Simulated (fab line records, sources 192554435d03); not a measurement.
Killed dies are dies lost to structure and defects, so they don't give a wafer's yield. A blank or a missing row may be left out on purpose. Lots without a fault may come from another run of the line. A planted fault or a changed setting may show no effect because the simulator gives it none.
fab line records | flow n5_finfet | part 2 of 2: steps 17 to 25 of 25
record lots=5 wafers=15 last_day=17
route steps=1938 shown BEOL_M3@964
lots that met no fault: from a run of the same line without faults
start_h: hours from the record's first day to the start of the lot's first wafer shown | wait_h: hours since the lot's step before | " the same as in the row above | L1.1+2: a row that stands for several wafers | - no value, or no start given | * or withheld: withheld | < > ~ a bound
route shown NAME@n: a module of which the file shows steps, and the number in the route of the first | usual: mean/standard deviation of fault-free wafers | same: alike in all rows | chamber/n: place in a boat | sites: the reading at each site | _std_site: their standard deviation | _edge_site: outer sites' mean less inner sites' | radius_mm: how far each site lies from the wafer's centre | mask NAME#n: copy n | behind: the tool/chamber that last shaped the wafer | hold: why the lot was held/for how many hours/how that ended | device: the transistor (n, p or np) that didn't switch | end of line: the same wafers' tests at the end of the route | a step without rows: its recipe alone | killed: dies lost to structure and defects at the first sort, not the wafer's yield | map: a wafer's dies, x killed, . not, _ none there
set.NAME: the setting as run; set.NAME@STEP: as run at that earlier step | model.NAME: the simulator's own value behind a step, which no gauge read
lots at some steps of the route; a table a step, a row a wafer
services: from which hour (start_h, from the record's first day; less than 0 if before it) a tool's chamber was out of use, for how many hours, and why
## steps
# step N5_BEOL_M3_TRENCH_ETCH_37
# recipe chemistry=C4F6/O2 target_depth_a=555.55 target=SiOC time_s=29.2 ion_energy_ev=250 pressure_mtorr=30 source_w=355 bias_w=185 Ar_flow_sccm=300 C4F6_flow_sccm=10 O2_flow_sccm=10
# usual bias_w=185.0/0.58 drypump_motor_current_A=5.8/0.33 oes_product_au=0.77/0.053 rf_vpp_V=672/20 showerhead_plenum_p_Torr=2.84/0.099 throttle_valve_pct=20.89/0.27
# columns lot.wafer tool chamber start_h wait_h bias_w drypump_motor_current_A oes_product_au rf_hours_counter_h rf_vpp_V showerhead_plenum_p_Torr throttle_valve_pct
L074.2 rie_diel-04 1 - - 185.9 5.7 0.90 56 675 2.78 20.59
L074.3 " 0 " " 185.4 5.7 0.80 101 634 2.85 20.75
L074.6 " 3 " " 185.3 5.0 0.79 - 692 2.84 20.35
L077.1 rie_diel-04 3 - - 185.0 5.0 0.78 122 692 2.84 20.35
L077.4 " 1 " " 185.9 5.7 0.89 60 676 2.78 20.61
L077.6 " 3 " " 185.4 5.0 0.78 - 691 2.84 20.36
L089.1 rie_diel-04 1 - - 185.2 5.7 0.86 84 674 2.77 20.64
L089.2 " 0 " " 185.9 5.7 0.77 127 633 2.83 20.80
L089.6 " 1 " " 185.5 5.7 0.85 - 674 2.77 20.64
L093.3 rie_diel-01 1 - - 184.4 5.9 0.72 219 676 2.72 21.12
L093.4 " 0 " " 184.8 5.8 0.81 77 700 2.89 20.64
L093.5 " 1 " " 185.4 5.9 0.73 - 676 2.72 21.12
L094.1 rie_diel-04 2 - - 185.3 6.0 0.68 240 655 2.68 20.88
L094.4 " 3 " " 184.6 5.0 0.76 147 689 2.83 20.41
L094.5 " 3 " " 185.7 5.1 0.77 - 691 2.83 20.39
# step N5_BEOL_M3_ETCH_41
# recipe chemistry=CH3F/O2 target=SiCN target_depth_a=299 taper_deg=2 time_s=52.5 ion_energy_ev=120 mask_material=TiN pressure_mtorr=30 source_w=395 bias_w=75 Ar_flow_sccm=150 CH3F_flow_sccm=30 O2_flow_sccm=20
# usual bias_w=75.03/0.24 drypump_motor_current_A=5.8/0.33 oes_product_au=0.77/0.054 rf_vpp_V=296.9/1.6 showerhead_plenum_p_Torr=1.99/0.073 throttle_valve_pct=16.36/0.23
# columns lot.wafer tool chamber start_h wait_h bias_w drypump_motor_current_A oes_product_au rf_hours_counter_h rf_vpp_V showerhead_plenum_p_Torr throttle_valve_pct
L074.2 rie_diel-04 1 - - 74.78 5.7 0.89 56 296.0 1.95 16.09
L074.3 " 0 " " 75.30 5.7 0.80 101 298.9 2.00 16.28
L074.6 " 3 " " 75.03 5.0 0.79 - 298.5 2.00 15.91
L077.1 rie_diel-04 3 - - 74.68 5.0 0.78 122 295.6 2.00 15.94
L077.4 " 1 " " 74.84 5.7 0.88 60 296.6 1.95 16.09
L077.6 " 3 " " 75.13 5.0 0.78 - 298.4 2.00 15.95
L089.1 rie_diel-04 1 - - 74.61 5.7 0.85 84 296.1 1.95 16.12
L089.2 " 0 " " 75.29 5.7 0.76 127 298.2 2.00 16.31
L089.6 " 1 " " 74.76 5.7 0.85 - 296.5 1.95 16.12
L093.3 rie_diel-01 1 - - 75.03 5.9 0.72 219 295.6 1.91 16.56
L093.4 " 0 " " 74.91 5.8 0.82 77 296.7 2.04 16.13
L093.5 " 1 " " 75.05 5.9 0.72 - 294.6 1.91 16.60
L094.1 rie_diel-04 2 - - 75.09 6.0 0.69 240 295.3 1.88 16.42
L094.4 " 3 " " 75.04 5.0 0.77 147 296.5 1.99 15.98
L094.5 " 3 " " 75.21 5.0 0.77 - 297.6 1.99 15.96
# step N5_BEOL_M3_STRIP_97
# recipe chemistry=N2/H2 time_s=10 power_w=450 temp_c=40 pressure_mtorr=20 rf_frequency_hz=6e+07 bias_power_w=7 n2_flow_sccm=200 h2_flow_sccm=200
# usual drypump_motor_current_A=5.8/0.33 h2_flow_sccm=200.0/0.62 oes_product_au=0.77/0.053 rf_vpp_V=59.0/0.93 showerhead_plenum_p_Torr=2.52/0.082 throttle_valve_pct=23.6/0.35
# columns lot.wafer tool chamber start_h wait_h drypump_motor_current_A h2_flow_sccm oes_product_au rf_hours_counter_h rf_vpp_V showerhead_plenum_p_Torr throttle_valve_pct
L074.2 rie_diel-04 1 - - 5.7 200.6 0.89 56 60.1 2.46 23.2
L074.3 " 0 " " 5.7 199.3 0.81 101 59.8 2.54 23.3
L074.6 " 3 " " 5.0 199.4 0.78 - 58.4 2.56 23.1
L077.1 rie_diel-04 3 - - 5.0 200.0 0.78 122 58.6 2.56 23.1
L077.4 " 1 " " 5.7 200.1 0.88 60 57.1 2.46 23.2
L077.6 " 3 " " 5.0 200.2 0.78 - 58.1 2.56 23.1
L089.1 rie_diel-04 1 - - 5.7 199.9 0.85 84 57.5 2.45 23.2
L089.2 " 0 " " 5.7 200.9 0.77 127 59.2 2.52 23.4
L089.6 " 1 " " 5.7 200.6 0.84 - 58.4 2.45 23.2
L093.3 rie_diel-01 1 - - 5.9 199.8 0.71 219 60.1 2.43 24.3
L093.4 " 0 " " 5.8 199.5 0.81 77 58.6 2.58 23.4
L093.5 " 1 " " 5.9 200.3 0.72 - 59.5 2.43 24.3
L094.1 rie_diel-04 2 - - 6.0 200.6 0.69 240 59.0 2.41 23.8
L094.4 " 3 " " 5.0 200.6 0.76 147 59.5 2.55 23.2
L094.5 " 3 " " 5.0 199.8 0.75 - 59.4 2.55 23.2
# step N5_BEOL_M3_OCD_MEAS_38
# usual trench_depth_nm=55.6/1.4
# columns lot.wafer tool chamber start_h wait_h trench_depth_nm
L074.2 ocd-01 - 165.04 - 58.5
L074.3 " - " " 55.6
L074.6 " - " " 55.3
L077.1 ocd-01 - 182.98 - 55.0
L077.4 " - " " 57.3
L077.6 " - " " 55.5
L089.1 ocd-01 - 255.29 - 57.4
L089.2 " - " " 54.7
L089.6 " - " " 56.0
L093.3 ocd-02 - 267.35 - 57.3
L093.4 " - " " 53.7
L093.5 " - " " 57.3
L094.1 ocd-02 - 269.67 - 53.9
L094.4 " - " " 55.3
L094.5 " - " " 54.7
# step N5_BEOL_M3_HM_STRIP_39
# recipe chemistry=peroxide_tin_strip material=TiN target_depth_a=250 temp_c=50 time_s=158
# columns lot.wafer tool chamber start_h wait_h
L074.2+3+6 wet_bench-01 1,7,5 165.07 0.0
L077.1+4+6 wet_bench-05 5,6,4 183.02 0.0
L089.1+2+6 wet_bench-01 4,7,1 255.32 0.0
L093.3+4+5 wet_bench-05 7,2,4 267.38 0.0
L094.1+4+5 wet_bench-05 2,5,3 269.70 0.0
# step N5_BEOL_M3_SRD_40
# recipe time_s=30 temp_c=23 rinse_liquid=diw dry=ipa_marangoni
# usual do_supply_ppb=10.00/0.097
# columns lot.wafer tool chamber start_h wait_h do_supply_ppb
L074.2 wet_bench-01 1 165.12 0.0 10.02
L074.3 " 7 " " 10.06
L074.6 " 5 " " 9.91
L077.1 wet_bench-05 5 183.06 0.0 9.93
L077.4 " 6 " " 10.03
L077.6 " 4 " " 9.86
L089.1 wet_bench-01 4 255.36 0.0 10.26
L089.2 " 7 " " 10.03
L089.6 " 1 " " 9.98
L093.3 wet_bench-05 7 267.43 0.0 9.92
L093.4 " 2 " " 10.00
L093.5 " 4 " " 9.93
L094.1 wet_bench-05 2 269.75 0.0 9.93
L094.4 " 5 " " 9.89
L094.5 " 3 " " 9.95
# step N5_BEOL_M3_PRECLEAN_42
# recipe chemistry=residue_remover time_s=60 temp_c=40
# columns lot.wafer tool chamber start_h wait_h
L074.2+3+6 wet_bench-01 1,7,5 165.14 0.0
L077.1+4+6 wet_bench-05 5,6,4 183.08 0.0
L089.1+2+6 wet_bench-01 4,7,1 255.38 0.0
L093.3+4+5 wet_bench-05 7,2,4 267.45 0.0
L094.1+4+5 wet_bench-05 2,5,3 269.76 0.0
# step N5_BEOL_M3_SRD_43
# recipe time_s=30 temp_c=23 rinse_liquid=diw dry=ipa_marangoni
# usual do_supply_ppb=10.00/0.11
# columns lot.wafer tool chamber start_h wait_h do_supply_ppb
L074.2 wet_bench-01 1 165.15 0.0 10.00
L074.3 " 7 " " 9.79
L074.6 " 5 " " 9.95
L077.1 wet_bench-05 5 183.10 0.0 10.11
L077.4 " 6 " " 10.01
L077.6 " 4 " " 9.86
L089.1 wet_bench-01 4 255.40 0.0 9.81
L089.2 " 7 " " 9.97
L089.6 " 1 " " 10.12
L093.3 wet_bench-05 7 267.46 0.0 10.13
L093.4 " 2 " " 9.86
L093.5 " 4 " " 10.06
L094.1 wet_bench-05 2 269.78 0.0 10.10
L094.4 " 5 " " 9.87
L094.5 " 3 " " 9.97
# step N5_BEOL_M3_CD_MEAS_35
# recipe target_cd_nm=18 target_cd_y_nm=21 polarity=opening
# usual cd_nm=18.1/0.38
# columns lot.wafer tool chamber start_h wait_h cd_nm
L074.2 cd_sem-01 - 165.20 0.0 17.8
L074.3 " - " " 18.8
L074.6 " - " " 17.7
L077.1 cd_sem-01 - 183.14 0.0 18.2
L077.4 " - " " 17.7
L077.6 " - " " 18.1
L089.1 cd_sem-02 - 255.44 0.0 17.8
L089.2 " - " " 17.5
L089.6 " - " " 17.5
L093.3 cd_sem-01 - 267.51 0.0 18.1
L093.4 " - " " 18.3
L093.5 " - " " 18.0
L094.1 cd_sem-01 - 269.82 0.0 18.0
L094.4 " - " " 17.6
L094.5 " - " " 17.8
## services
# columns tool chamber start_h hours kind
litho_track-03 - 139.49 - consumable_replace:filter
rie_diel-04 - 146.76 2.8 pm
rie_diel-04 2 163.49 3.9 repair
ald_sin-03 - 177.57 14.0 pm
ald_sin-03 0 177.57 14.0 vent_cycle
ald_sin-03 1 177.57 14.0 vent_cycle
ald_sin-03 2 177.57 14.0 vent_cycle
ald_sin-03 3 177.57 14.0 vent_cycle
ald_sin-03 0 191.57 - clean
ald_sin-03 1 191.57 - clean
ald_sin-03 2 191.57 - clean
ald_sin-03 3 191.57 - clean
rie_diel-01 - 207.15 2.3 repair
rie_diel-01 - 229.78 2.5 repair
ald_sin-01 1 258.05 2.6 repair
rie_diel-03 - 262.64 0.5 repair
ald_sin-01 - 268.28 14.0 pm
ald_sin-01 0 268.28 14.0 vent_cycle
ald_sin-01 1 268.28 14.0 vent_cycle
ald_sin-01 2 268.28 14.0 vent_cycle
ald_sin-01 3 268.28 14.0 vent_cycle
ald_sin-02 - 269.54 0.5 repair
